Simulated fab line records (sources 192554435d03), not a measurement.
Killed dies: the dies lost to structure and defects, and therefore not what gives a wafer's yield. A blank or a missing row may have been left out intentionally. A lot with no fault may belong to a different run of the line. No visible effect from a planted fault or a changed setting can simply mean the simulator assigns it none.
Split-lot experiment -- flow n5_finfet -- on a route of 1938 steps: 7 lots, 21 wafers read

== SPLIT DETAILS ==
At N5_MIM_BOT_ETCH_ETCH_04 (etches SiNx in CF4/O2, target depth 26 nm, time 13 s), the setting time_s was moved away from the recipe's 13 s on 9 of the 21 wafers read, by -21.0% to +18.5%. This setting was run at the recipe's value on the other wafers.

The reading comes from the split's own step.

== THE READING ==
etch.depth_nm (the simulator's own value, which no gauge read), in nm, at N5_MIM_BOT_ETCH_ETCH_04 (etches SiNx in CF4/O2, target depth 26 nm, time 13 s). The file does not state a usual value for it. The 12 wafers here that ran the recipe average 26.03 nm, standard deviation 0.28 nm.

wafer,"tool, chamber at the split","time_s as run, s",against the recipe,"etch.depth_nm, nm",against lot-mates on the recipe
L077.2,"rie_diel-06, 0",13,recipe,26.14,-
L077.4,"rie_diel-06, 2",13.87,+6.7%,27.7,+1.56
L077.5,"rie_diel-06, 1",13.87,+6.7%,27.74,+1.60
L079.1,"rie_diel-06, 3",15,+15.4%,29.7,+3.45
L079.5,"rie_diel-06, 1",13,recipe,26.25,-
L079.6,"rie_diel-06, 2",15,+15.4%,30.52,+4.27
L082.1,"rie_diel-06, 1",13,recipe,26.14,-
L082.2,"rie_diel-06, 3",13,recipe,25.95,-
L082.5,"rie_diel-06, 0",13,recipe,26.46,-
L085.1,"rie_diel-01, 3",13,recipe,25.77,-
L085.5,"rie_diel-01, 2",14.63,+12.5%,30.19,+4.39
L085.6,"rie_diel-01, 1",13,recipe,25.83,-
L089.1,"rie_diel-06, 3",15.4,+18.5%,30.18,+4.01
L089.2,"rie_diel-06, 0",15.4,+18.5%,30.89,+4.72
L089.6,"rie_diel-06, 0",13,recipe,26.17,-
L093.4,"rie_diel-05, 1",13,recipe,25.64,-
L093.5,"rie_diel-05, 1",13,recipe,25.49,-
L093.6,"rie_diel-05, 2",10.27,-21.0%,20.73,-4.83
L095.1,"rie_diel-05, 3",13,recipe,26.15,-
L095.2,"rie_diel-05, 2",13,recipe,26.32,-
L095.4,"rie_diel-05, 1",15.11,+16.2%,30.21,+3.98

THE FIT
A straight line over all 21 wafers: etch.depth_nm changes by +0.258 nm for each +1% of time_s; r = +0.99; the points scatter about the line by 0.37 nm.
The same after taking each lot's own level away (the mean of its wafers on the recipe; 21 wafers): +0.245 nm for each +1%; r = +0.99; scatter 0.37 nm.
That fit puts the effect of the largest move of time_s on the reading at 5.1 nm.
The span of the lots' own levels, 25.565 to 26.250 nm, comes to 2.5 times the standard deviation stated above.
Hence the lot-to-lot level has little effect on the slope; both slopes agree.
Check: for one of the wafers moved furthest among these (-21.0%), held out of the fit, the line's prediction against its lot-mates is -5.26 nm. It came out at -4.83 nm against them.

== OTHER SPLITS ON THESE WAFERS ==
Before the reading, these wafers also passed through other splits. Each is held against what the fit with the lots' levels taken away leaves over:
other split on the same wafers,wafers away from the commonest value,r with etch.depth_nm (lot level and that fit taken away)
N5_BEOL_M13_COAT_04 spin_rpm,7,+0.29
N5_BEOL_M14_DEP_53 time_s,5,-0.03
N5_BEOL_M15_COAT_04 spin_rpm,5,-0.06
N5_MIM_TOP_LITHO_EXPOSE_05 dose_mj,4,+0.12

== FILE'S OWN FIT ==
etch.depth_nm changes by +0.251 nm for each +1% of time_s, r = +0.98.
